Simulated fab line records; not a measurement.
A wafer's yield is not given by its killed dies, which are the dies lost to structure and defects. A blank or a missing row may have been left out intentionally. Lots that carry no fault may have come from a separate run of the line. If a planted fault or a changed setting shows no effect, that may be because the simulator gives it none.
Problem report, 8D (eight disciplines) form, completed by code || flow nand-harc || the parts of the form that need people (team, actions taken, sign-off) are left out

## 1. THE PROBLEM
killed-at-array at NHARC_END_SORT_01 reads a mean of 670 on 1 wafer of 1 lot; wafers without a fault read 58 with a standard deviation of 22. Measured from the usual mean, that is +28 standard deviations.
Earliest sighting: wafer L739.2 on prober-01 at day 28 19:41. The record holds 3 wafers of 1 lot with a number at this step. The rule behind "out" and "out of limits": a value lying over 4 standard deviations away from the usual mean. All remaining wafers that have a number are taken as sound.

## 2. WHAT IT IS, AND WHAT IT ISN'T
{"question": "which readings at this step", "is": "killed-at-array, killed-dies", "is not": "killed-at-other, killed-at-periphery, killed-open, killed-short"}
{"question": "which lots", "is": "L739", "is not": "-"}
{"question": "which wafers of those lots", "is": "L739.2", "is not": "L739.5, L739.6"}
{"question": "read on which gauges", "is": "prober-01", "is not": "-"}
{"question": "when", "is": "from day 28 19:41", "is not": "up to then (0 sound wafers); but 2 sound wafers of L739 came after"}

## 3. WHAT RULES OUT EACH SUSPECT
Counting: any tool at a process step up to the reading remains a suspect provided it ran every lot that is out. Sound lots after the first of them don't rule it out here, since some wafers of a struck lot are sound.
- the gauge at NHARC_END_SORT_01 has been ruled out. All the wafers that are out were read on prober-01, but those of them that NHARC_A_CHANNEL_HOLE_D1_ETCH_44 has rows for are out there too, on other tools.
- rie-diel-11 at NHARC_A_CHANNEL_HOLE_D1_DESCUM_15 (chemistry O2, time 3 s): kept. It ran the lot that is out, L739 (day 13 02:29).
- har-etch-01 at NHARC_A_CHANNEL_HOLE_D1_ETCH_26 (etches the open film in C4F8/O2/Ar, time 224.1 s, target depth 300 nm): kept. It ran the lot that is out, L739 (day 13 07:27).
- rie-diel-11 at NHARC_A_CHANNEL_HOLE_D1_ETCH_44 (etches the open film in CF4/O2, target depth 140 nm, overetch 14 nm, time 77 s): kept. It ran the lot that is out, L739 (day 13 08:23). On those wafers its own readings are out: run-length-s.
- Within rie-diel-11 at NHARC_A_CHANNEL_HOLE_D1_ETCH_44: the wafers that are out ran in chamber 3; their sound lot-mates ran in chambers 0, 1.
After the count, these remain: rie-diel-11 at NHARC_A_CHANNEL_HOLE_D1_DESCUM_15, har-etch-01 at NHARC_A_CHANNEL_HOLE_D1_ETCH_26 and rie-diel-11 at NHARC_A_CHANNEL_HOLE_D1_ETCH_44.

## 4. THE CAUSE (what the simulator had put in)
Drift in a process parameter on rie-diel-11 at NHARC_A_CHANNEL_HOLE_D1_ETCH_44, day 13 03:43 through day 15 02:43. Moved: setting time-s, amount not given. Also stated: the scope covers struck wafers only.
Counting left 3 suspects, and this tool is among them.

## 5. SEQUENCE OF EFFECTS, ordered by route
Each row: a reading whose mean over the struck wafers that have a number lies more than 3 standard deviations from the usual. Scope: only readings with a usual standard deviation given in the record; hours: median across lots of the time from each lot's start at the first step in this table that gives one to its start at this step; sigmas: change in usual standard deviations.
{"hours": 0, "step": "NHARC_A_CHANNEL_HOLE_D1_ETCH_44", "reading": "run-length-s", "usual": "98.4 s", "on struck wafers": 88.4, "change": -10.0, "sigmas": -24}
{"hours": 371, "step": "NHARC_END_SORT_01", "reading": "killed-at-array", "usual": 58, "on struck wafers": 670, "change": "+612", "sigmas": "+28"}
{"hours": 371, "step": "NHARC_END_SORT_01", "reading": "killed-dies", "usual": 64, "on struck wafers": 676, "change": "+612", "sigmas": "+28"}
It contains these process steps:
- NHARC_A_CHANNEL_HOLE_D1_ETCH_44: etches the open film in CF4/O2, target depth 140 nm, overetch 14 nm, time 77 s.
Readings that are blank on the struck wafers while sound wafers have them: rf-fwd-power-W at NHARC_A_CHANNEL_HOLE_D1_ETCH_44.

## 6. WHAT WOULD HAVE CAUGHT IT SOONER
The first out-of-limits reading at a measuring or inspecting step in this record came at day 28 19:41, 376 hours after the fault's start at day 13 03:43.
The tool's own readings at NHARC_A_CHANNEL_HOLE_D1_ETCH_44 were out on every struck wafer that the step has a row for (run-length-s): an alarm limit on them would have fired on the first of those.
By day 28 19:41 the whole set of lots that are out, 1 in number, had already begun NHARC_A_CHANNEL_HOLE_D1_ETCH_44 on rie-diel-11. Had the tool been put on hold then, not one of them would have been saved.
